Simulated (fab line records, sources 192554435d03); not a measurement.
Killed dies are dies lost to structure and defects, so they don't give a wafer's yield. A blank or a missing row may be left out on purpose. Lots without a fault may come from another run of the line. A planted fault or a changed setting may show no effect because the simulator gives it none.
Which tool did it? | flow n5_finfet | 23 lots, 69 wafers sampled, at 6 steps of a route of 1938

WHAT THE GAUGES READ, wafer by wafer
The record holds no reading of a measuring or inspecting step that can be judged against a usual standard deviation.

WHICH TOOL RAN EACH LOT (tool, then ch and the chambers of the sampled wafers, then the start)
lot  | N5_BEOL_M4_STRIP_66                | N5_BEOL_M4_ETCH_70                 | N5_BEOL_M4_TRENCH_ETCH_37                     | N5_BEOL_M4_SPUTTER_48        | N5_BEOL_M4_SPUTTER_92        | N5_BEOL_M4_SPUTTER_96
L075 | rie_diel-04 ch 0,1,2, day 7 20:25  | rie_diel-03 ch 0,1,2, day 7 23:12  | rie_diel-03 ch 0,1,2, day 8 00:40 or earlier  | pvd_sputter-01, day 8 00:40  | pvd_sputter-01, day 8 01:59  | pvd_sputter-01, day 8 02:26
L076 | rie_diel-04 ch 1,2,3, day 7 21:58  | rie_diel-04 ch 0,1,2, day 7 23:16  | rie_diel-04 ch 0,1,2, day 8 02:23 or earlier  | pvd_sputter-03, day 8 02:23  | pvd_sputter-03, day 8 03:43  | pvd_sputter-03, day 8 04:09
L077 | rie_diel-01 ch 0,3, day 8 05:10    | rie_diel-04 ch 0,1,2, day 8 18:04  | rie_diel-04 ch 0,1,2, day 8 19:52 or earlier  | pvd_sputter-02, day 8 19:52  | pvd_sputter-02, day 8 21:11  | pvd_sputter-02, day 8 21:38
L078 | rie_diel-03 ch 1,2,3, day 8 06:50  | rie_diel-01 ch 0,1,3, day 8 22:42  | rie_diel-01 ch 0,1,3, day 9 01:09 or earlier  | pvd_sputter-02, day 9 01:09  | pvd_sputter-02, day 9 02:28  | pvd_sputter-02, day 9 02:55
L079 | rie_diel-01 ch 1,2,3, day 9 03:49  | rie_diel-04 ch 0,2, day 9 05:44    | rie_diel-04 ch 0,2, day 9 06:56 or earlier    | pvd_sputter-03, day 9 06:56  | pvd_sputter-03, day 9 08:15  | pvd_sputter-03, day 9 08:41
L080 | rie_diel-01 ch 0,1,3, day 9 06:22  | rie_diel-03 ch 0,1,3, day 9 09:04  | rie_diel-03 ch 0,1,3, day 9 10:29 or earlier  | pvd_sputter-02, day 9 10:29  | pvd_sputter-02, day 9 11:49  | pvd_sputter-02, day 9 12:15
L081 | rie_diel-04 ch 2,3, day 9 18:34    | rie_diel-01 ch 0,2,3, day 10 03:56 | rie_diel-01 ch 0,2,3, day 10 05:26 or earlier | pvd_sputter-01, day 10 05:26 | pvd_sputter-01, day 10 06:45 | pvd_sputter-01, day 10 07:11
L082 | rie_diel-04 ch 1,2,3, day 9 23:07  | rie_diel-04 ch 1,2,3, day 10 04:02 | rie_diel-04 ch 1,2,3, day 10 05:35 or earlier | pvd_sputter-03, day 10 05:35 | pvd_sputter-03, day 10 06:54 | pvd_sputter-03, day 10 07:20
L083 | rie_diel-04 ch 1,3, day 9 23:40    | rie_diel-04 ch 2,3, day 10 07:41   | rie_diel-04 ch 2,3, day 10 08:51 or earlier   | pvd_sputter-03, day 10 08:51 | pvd_sputter-03, day 10 10:10 | pvd_sputter-03, day 10 10:37
L084 | rie_diel-03 ch 0,1,2, day 10 09:09 | rie_diel-01 ch 1,3, day 10 10:58   | rie_diel-01 ch 1,3, day 10 13:02 or earlier   | pvd_sputter-01, day 10 13:02 | pvd_sputter-01, day 10 14:21 | pvd_sputter-01, day 10 14:47
L085 | rie_diel-01 ch 0,1, day 10 09:28   | rie_diel-01 ch 0,3, day 10 19:19   | rie_diel-01 ch 0,3, day 10 21:11 or earlier   | pvd_sputter-01, day 10 21:11 | pvd_sputter-01, day 10 22:30 | pvd_sputter-01, day 10 22:56
L087 | rie_diel-01 ch 0,1, day 10 11:37   | rie_diel-04 ch 1,3, day 10 19:19   | rie_diel-04 ch 1,3, day 10 22:37 or earlier   | pvd_sputter-02, day 10 22:37 | pvd_sputter-02, day 10 23:56 | pvd_sputter-02, day 11 00:22
L086 | rie_diel-03 ch 1,2, day 10 15:20   | rie_diel-01 ch 1,3, day 11 05:34   | rie_diel-01 ch 1,3, day 11 06:52 or earlier   | pvd_sputter-03, day 11 06:52 | pvd_sputter-03, day 11 08:11 | pvd_sputter-03, day 11 08:38
L088 | rie_diel-03 ch 0,1,2, day 11 00:53 | rie_diel-04 ch 1,2,3, day 11 14:51 | rie_diel-04 ch 1,2,3, day 11 17:58 or earlier | pvd_sputter-01, day 11 17:58 | pvd_sputter-01, day 11 19:17 | pvd_sputter-01, day 11 19:43
L089 | rie_diel-03 ch 0,1,3, day 11 20:49 | rie_diel-01 ch 0,2, day 11 22:08   | rie_diel-01 ch 0,2, day 12 00:58 or earlier   | pvd_sputter-01, day 12 00:58 | pvd_sputter-01, day 12 02:17 | pvd_sputter-01, day 12 02:43
L090 | rie_diel-04 ch 0,3, day 12 07:21   | rie_diel-01 ch 0,2,3, day 12 14:44 | rie_diel-01 ch 0,2,3, day 12 16:24 or earlier | pvd_sputter-03, day 12 16:24 | pvd_sputter-03, day 12 17:43 | pvd_sputter-03, day 12 18:10
L091 | rie_diel-01 ch 0,1,3, day 12 08:08 | rie_diel-03 ch 0,1,3, day 12 14:50 | rie_diel-03 ch 0,1,3, day 12 16:22 or earlier | pvd_sputter-01, day 12 16:22 | pvd_sputter-01, day 12 17:41 | pvd_sputter-01, day 12 18:07
L093 | rie_diel-04 ch 0,1,3, day 12 10:58 | rie_diel-03 ch 0,1,2, day 12 15:13 | rie_diel-03 ch 0,1,2, day 12 18:12 or earlier | pvd_sputter-01, day 12 18:12 | pvd_sputter-01, day 12 19:31 | pvd_sputter-01, day 12 19:58
L092 | rie_diel-04 ch 0,3, day 12 15:48   | rie_diel-01 ch 0,1,3, day 12 18:04 | rie_diel-01 ch 0,1,3, day 12 19:32 or earlier | pvd_sputter-02, day 12 19:32 | pvd_sputter-02, day 12 20:51 | pvd_sputter-02, day 12 21:17
L095 | rie_diel-03 ch 1,2, day 13 02:11   | rie_diel-04 ch 1,2, day 13 12:13   | rie_diel-04 ch 1,2, day 13 14:00 or earlier   | pvd_sputter-01, day 13 14:00 | pvd_sputter-01, day 13 15:19 | pvd_sputter-01, day 13 15:46
L094 | rie_diel-03 ch 1,2,3, day 13 04:41 | rie_diel-03 ch 0,1, day 13 13:38   | rie_diel-03 ch 0,1, day 13 15:11 or earlier   | pvd_sputter-02, day 13 15:11 | pvd_sputter-02, day 13 16:31 | pvd_sputter-02, day 13 16:57
L097 | rie_diel-03 ch 1,2,3, day 13 05:05 | rie_diel-01 ch 0,1,3, day 13 13:42 | rie_diel-01 ch 0,1,3, day 13 15:50 or earlier | pvd_sputter-01, day 13 15:50 | pvd_sputter-01, day 13 17:10 | pvd_sputter-01, day 13 17:36
L096 | rie_diel-04 ch 0,1,3, day 13 07:32 | rie_diel-04 ch 1,3, day 13 17:50   | rie_diel-04 ch 1,3, day 13 20:21 or earlier   | pvd_sputter-01, day 13 20:21 | pvd_sputter-01, day 13 21:40 | pvd_sputter-01, day 13 22:07
- N5_BEOL_M4_STRIP_66: strips in CF4.
- N5_BEOL_M4_ETCH_70: etches SOC in N2/H2, target depth 80 nm, overetch 24 nm, time 130 s.
- N5_BEOL_M4_TRENCH_ETCH_37: etches SiOC in C4F6/O2, target depth 55.555 nm, time 29.2 s.
- N5_BEOL_M4_SPUTTER_48: material Cu, target thk 4.5 nm, time 8.29 s.
- N5_BEOL_M4_SPUTTER_92: material Cu, target thk 4.5 nm, time 8.29 s.
- N5_BEOL_M4_SPUTTER_96: material Cu, target thk 4.5 nm, time 8.29 s.

WHAT THE TOOLS THEMSELVES READ (means of the sampled wafers that have a number; where no wafer has one, the mark that the record gives instead)
N5_BEOL_M4_STRIP_66.
lot  | tool        | bias_power_w (W) | drypump_motor_current_A (A) | oes_product_au (a.u.) | rf_vpp_V (V) | showerhead_plenum_p_Torr (Torr) | throttle_valve_pct (%)
L075 | rie_diel-04 | 74.92            | 5.8                         | 0.73                  | 270.8        | 1.79                            | 13.63
L076 | rie_diel-04 | 75.25            | 5.8                         | 0.73                  | 270.4        | 1.78                            | 13.64
L077 | rie_diel-01 | 75.22            | 5.8                         | 0.78                  | 270.4        | 1.78                            | 13.59
L078 | rie_diel-03 | 75.06            | 5.8                         | 0.74                  | 270.7        | 1.77                            | 13.67
L079 | rie_diel-01 | 74.98            | 5.3                         | 0.81                  | 270.7        | 1.80                            | 13.66
L080 | rie_diel-01 | 75.11            | 5.6                         | 0.75                  | 270.2        | 1.75                            | 13.64
L081 | rie_diel-04 | 74.83            | 5.6                         | 0.85                  | 270.3        | 1.76                            | 13.43
L082 | rie_diel-04 | 75.25            | 5.8                         | 0.81                  | 270.6        | 1.78                            | 13.50
L083 | rie_diel-04 | 75.12            | 5.7                         | 0.87                  | 271.8        | 1.81                            | 13.38
L084 | rie_diel-03 | 75.08            | 5.9                         | 0.75                  | 270.8        | 1.81                            | 13.59
L085 | rie_diel-01 | 75.03            | 5.3                         | 0.73                  | 268.9        | 1.71                            | 13.69
L087 | rie_diel-01 | 75.24            | 5.5                         | 0.76                  | 268.5        | 1.72                            | 13.56
L086 | rie_diel-03 | 75.01            | 6.3                         | 0.71                  | 269.2        | 1.75                            | 13.64
L088 | rie_diel-03 | 74.91            | 5.8                         | 0.75                  | 271.0        | 1.81                            | 13.60
L089 | rie_diel-03 | 74.98            | 5.4                         | 0.76                  | 271.5        | 1.81                            | 13.66
L090 | rie_diel-04 | 74.95            | 5.4                         | 0.90                  | 271.2        | 1.83                            | 13.25
L091 | rie_diel-01 | 74.91            | 5.6                         | 0.83                  | 271.0        | 1.81                            | 13.53
L093 | rie_diel-04 | 75.03            | 5.7                         | 0.83                  | 271.7        | 1.81                            | 13.42
L092 | rie_diel-04 | 74.90            | 5.4                         | 0.90                  | 272.2        | 1.83                            | 13.27
L095 | rie_diel-03 | 74.97            | 6.2                         | 0.70                  | 270.3        | 1.75                            | 13.72
L094 | rie_diel-03 | 75.02            | 5.8                         | 0.71                  | 271.0        | 1.76                            | 13.76
L097 | rie_diel-03 | 74.66            | 5.8                         | 0.71                  | 270.7        | 1.76                            | 13.76
L096 | rie_diel-04 | 74.93            | 5.7                         | 0.82                  | 271.8        | 1.81                            | 13.43

N5_BEOL_M4_ETCH_70.
lot  | tool        | drypump_motor_current_A (A) | oes_product_au (a.u.) | rf_vpp_V (V) | showerhead_plenum_p_Torr (Torr) | throttle_valve_pct (%)
L075 | rie_diel-03 | 5.9                         | 0.58                  | 523.5        | 2.56                            | 17.71
L076 | rie_diel-04 | 5.8                         | 0.54                  | 523.8        | 2.54                            | 17.88
L077 | rie_diel-04 | 5.8                         | 0.54                  | 523.3        | 2.54                            | 17.90
L078 | rie_diel-01 | 5.6                         | 0.56                  | 521.6        | 2.48                            | 17.91
L079 | rie_diel-04 | 5.6                         | 0.56                  | 522.8        | 2.50                            | 17.84
L080 | rie_diel-03 | 5.4                         | 0.58                  | 524.1        | 2.56                            | 17.74
L081 | rie_diel-01 | 5.5                         | 0.61                  | 524.9        | 2.57                            | 17.75
L082 | rie_diel-04 | 5.8                         | 0.61                  | 523.4        | 2.53                            | 17.79
L083 | rie_diel-04 | 5.5                         | 0.67                  | 523.4        | 2.54                            | 17.58
L084 | rie_diel-01 | 5.4                         | 0.53                  | 521.4        | 2.46                            | 18.10
L085 | rie_diel-01 | 5.8                         | 0.57                  | 523.2        | 2.51                            | 17.89
L087 | rie_diel-04 | 5.9                         | 0.58                  | 524.4        | 2.56                            | 17.86
L086 | rie_diel-01 | 5.6                         | 0.54                  | 522.2        | 2.50                            | 18.09
L088 | rie_diel-04 | 5.8                         | 0.59                  | 523.3        | 2.52                            | 17.80
L089 | rie_diel-01 | 5.5                         | 0.61                  | 523.6        | 2.53                            | 17.65
L090 | rie_diel-01 | 5.5                         | 0.60                  | 524.8        | 2.56                            | 17.81
L091 | rie_diel-03 | 5.4                         | 0.56                  | 522.8        | 2.55                            | 17.79
L093 | rie_diel-03 | 5.9                         | 0.55                  | 524.6        | 2.54                            | 17.79
L092 | rie_diel-01 | 5.6                         | 0.61                  | 524.6        | 2.57                            | 17.82
L095 | rie_diel-04 | 6.0                         | 0.53                  | 522.5        | 2.50                            | 18.05
L094 | rie_diel-03 | 5.9                         | 0.55                  | 521.9        | 2.51                            | 17.79
L097 | rie_diel-01 | 5.6                         | 0.60                  | 523.7        | 2.57                            | 17.82
L096 | rie_diel-04 | 5.9                         | 0.55                  | 524.6        | 2.55                            | 17.91

N5_BEOL_M4_TRENCH_ETCH_37.
lot  | tool        | drypump_motor_current_A (A) | oes_o_777_au (a.u.) | oes_product_au (a.u.) | rf_vpp_V (V) | showerhead_plenum_p_Torr (Torr) | throttle_valve_pct (%)
L075 | rie_diel-03 | 5.9                         | 0.77                | 0.78                  | 679          | 2.87                            | 20.80
L076 | rie_diel-04 | 5.8                         | 0.74                | 0.74                  | 666          | 2.84                            | 20.89
L077 | rie_diel-04 | 5.8                         | 0.74                | 0.74                  | 666          | 2.84                            | 20.90
L078 | rie_diel-01 | 5.6                         | 0.77                | 0.76                  | 665          | 2.77                            | 20.89
L079 | rie_diel-04 | 5.6                         | 0.76                | 0.77                  | 671          | 2.81                            | 20.85
L080 | rie_diel-03 | 5.4                         | 0.80                | 0.79                  | 673          | 2.86                            | 20.80
L081 | rie_diel-01 | 5.5                         | 0.84                | 0.84                  | 666          | 2.86                            | 20.76
L082 | rie_diel-04 | 5.8                         | 0.82                | 0.83                  | 673          | 2.83                            | 20.83
L083 | rie_diel-04 | 5.5                         | 0.91                | 0.91                  | 673          | 2.86                            | 20.72
L084 | rie_diel-01 | 5.4                         | 0.72                | 0.72                  | 664          | 2.75                            | 21.07
L085 | rie_diel-01 | 5.8                         | 0.77                | 0.77                  | 673          | 2.81                            | 20.85
L087 | rie_diel-04 | 5.9                         | 0.79                | 0.79                  | 668          | 2.85                            | 20.88
L086 | rie_diel-01 | 5.6                         | 0.73                | 0.73                  | 673          | 2.79                            | 21.02
L088 | rie_diel-04 | 5.8                         | 0.81                | 0.80                  | 673          | 2.82                            | 20.84
L089 | rie_diel-01 | 5.5                         | 0.83                | 0.83                  | 660          | 2.82                            | 20.67
L090 | rie_diel-01 | 5.5                         | 0.80                | 0.80                  | 667          | 2.85                            | 20.80
L091 | rie_diel-03 | 5.4                         | 0.78                | 0.76                  | 671          | 2.85                            | 20.84
L093 | rie_diel-03 | 5.9                         | 0.74                | 0.75                  | 678          | 2.85                            | 20.85
L092 | rie_diel-01 | 5.6                         | 0.83                | 0.83                  | 668          | 2.87                            | 20.80
L095 | rie_diel-04 | 6.0                         | 0.72                | 0.71                  | 673          | 2.79                            | 20.97
L094 | rie_diel-03 | 5.9                         | 0.75                | 0.74                  | 677          | 2.80                            | 20.74
L097 | rie_diel-01 | 5.6                         | 0.82                | 0.81                  | 669          | 2.87                            | 20.81
L096 | rie_diel-04 | 5.9                         | 0.77                | 0.76                  | 668          | 2.84                            | 20.91

N5_BEOL_M4_SPUTTER_48.
lot  | tool           | chuck_sensor_temp_C (C) | throttle_valve_pct (%)
L075 | pvd_sputter-01 | -16.0                   | 29.5
L076 | pvd_sputter-03 | -15.8                   | 29.3
L077 | pvd_sputter-02 | -15.5                   | 30.6
L078 | pvd_sputter-02 | -15.9                   | 29.5
L079 | pvd_sputter-03 | -15.8                   | 30.0
L080 | pvd_sputter-02 | -15.6                   | 30.3
L081 | pvd_sputter-01 | -15.8                   | 29.9
L082 | pvd_sputter-03 | -15.6                   | 29.4
L083 | pvd_sputter-03 | -16.0                   | 30.5
L084 | pvd_sputter-01 | -15.8                   | 29.3
L085 | pvd_sputter-01 | -16.0                   | 29.5
L087 | pvd_sputter-02 | -15.6                   | 30.6
L086 | pvd_sputter-03 | -16.1                   | 29.4
L088 | pvd_sputter-01 | -15.8                   | 30.0
L089 | pvd_sputter-01 | -16.0                   | 29.4
L090 | pvd_sputter-03 | -15.5                   | 29.4
L091 | pvd_sputter-01 | -16.0                   | 29.5
L093 | pvd_sputter-01 | -16.0                   | 29.5
L092 | pvd_sputter-02 | -15.9                   | 29.6
L095 | pvd_sputter-01 | -15.8                   | 29.9
L094 | pvd_sputter-02 | -15.8                   | 30.5
L097 | pvd_sputter-01 | -15.9                   | 29.7
L096 | pvd_sputter-01 | -15.8                   | 29.9

N5_BEOL_M4_SPUTTER_92.
lot  | tool           | chuck_sensor_temp_C (C) | throttle_valve_pct (%)
L075 | pvd_sputter-01 | -16.0                   | 29.5
L076 | pvd_sputter-03 | -15.7                   | 29.3
L077 | pvd_sputter-02 | -15.3                   | 30.7
L078 | pvd_sputter-02 | -15.9                   | 29.5
L079 | pvd_sputter-03 | -15.9                   | 30.0
L080 | pvd_sputter-02 | -15.5                   | 30.6
L081 | pvd_sputter-01 | -15.8                   | 30.0
L082 | pvd_sputter-03 | -15.7                   | 29.3
L083 | pvd_sputter-03 | -16.0                   | 30.4
L084 | pvd_sputter-01 | -15.9                   | 29.4
L085 | pvd_sputter-01 | -15.9                   | 29.4
L087 | pvd_sputter-02 | -15.5                   | 30.6
L086 | pvd_sputter-03 | -16.0                   | 29.6
L088 | pvd_sputter-01 | -15.9                   | 29.9
L089 | pvd_sputter-01 | -15.9                   | 29.4
L090 | pvd_sputter-03 | -15.4                   | 29.7
L091 | pvd_sputter-01 | -15.8                   | 29.4
L093 | pvd_sputter-01 | -16.1                   | 29.4
L092 | pvd_sputter-02 | -15.9                   | 29.4
L095 | pvd_sputter-01 | -15.7                   | 29.9
L094 | pvd_sputter-02 | -15.8                   | 30.5
L097 | pvd_sputter-01 | -15.9                   | 29.8
L096 | pvd_sputter-01 | -15.8                   | 29.8

N5_BEOL_M4_SPUTTER_96.
lot  | tool           | chuck_sensor_temp_C (C) | throttle_valve_pct (%)
L075 | pvd_sputter-01 | -16.0                   | 29.4
L076 | pvd_sputter-03 | -15.7                   | 29.3
L077 | pvd_sputter-02 | -15.4                   | 30.5
L078 | pvd_sputter-02 | -15.9                   | 29.7
L079 | pvd_sputter-03 | -15.9                   | 30.1
L080 | pvd_sputter-02 | -15.6                   | 30.6
L081 | pvd_sputter-01 | -15.9                   | 29.9
L082 | pvd_sputter-03 | -15.7                   | 29.4
L083 | pvd_sputter-03 | -16.0                   | 30.7
L084 | pvd_sputter-01 | -15.8                   | 29.3
L085 | pvd_sputter-01 | -15.9                   | 29.5
L087 | pvd_sputter-02 | -15.7                   | 30.7
L086 | pvd_sputter-03 | -16.1                   | 29.4
L088 | pvd_sputter-01 | -15.8                   | 30.0
L089 | pvd_sputter-01 | -15.8                   | 29.3
L090 | pvd_sputter-03 | -15.5                   | 29.7
L091 | pvd_sputter-01 | -15.9                   | 29.5
L093 | pvd_sputter-01 | -16.0                   | 29.3
L092 | pvd_sputter-02 | -15.9                   | 29.5
L095 | pvd_sputter-01 | -15.7                   | 29.8
L094 | pvd_sputter-02 | -15.7                   | 30.6
L097 | pvd_sputter-01 | -15.9                   | 29.8
L096 | pvd_sputter-01 | -15.8                   | 29.8

THE ANSWER, worked out from the rows above alone
Rule: what is usual is taken from the lots themselves. Put in order of their means at a reading, lots are off if they are a third of the lots or fewer, leave a main group of 4 or more, and stand apart from it by a gap of 3 or more times the standard deviation of the main group's means; of several such gaps the widest counts. A main group whose means are all the same, to the digits that the tables above print for the reading, isn't used. A lot without any number at a reading at which 4 lots or more have one is off too. The other lots that the step has rows for count as sound. The gauges are gone through in route order, then the tools' own readings, and for those a lot's mean is taken as printed above. The first step at which some lot is off is used, and at that step the reading that is off furthest; a lot without a number counts as furthest.
No lot is off at any reading shown: from this, nothing can be told.

WHAT THE SIMULATOR HAD PUT IN
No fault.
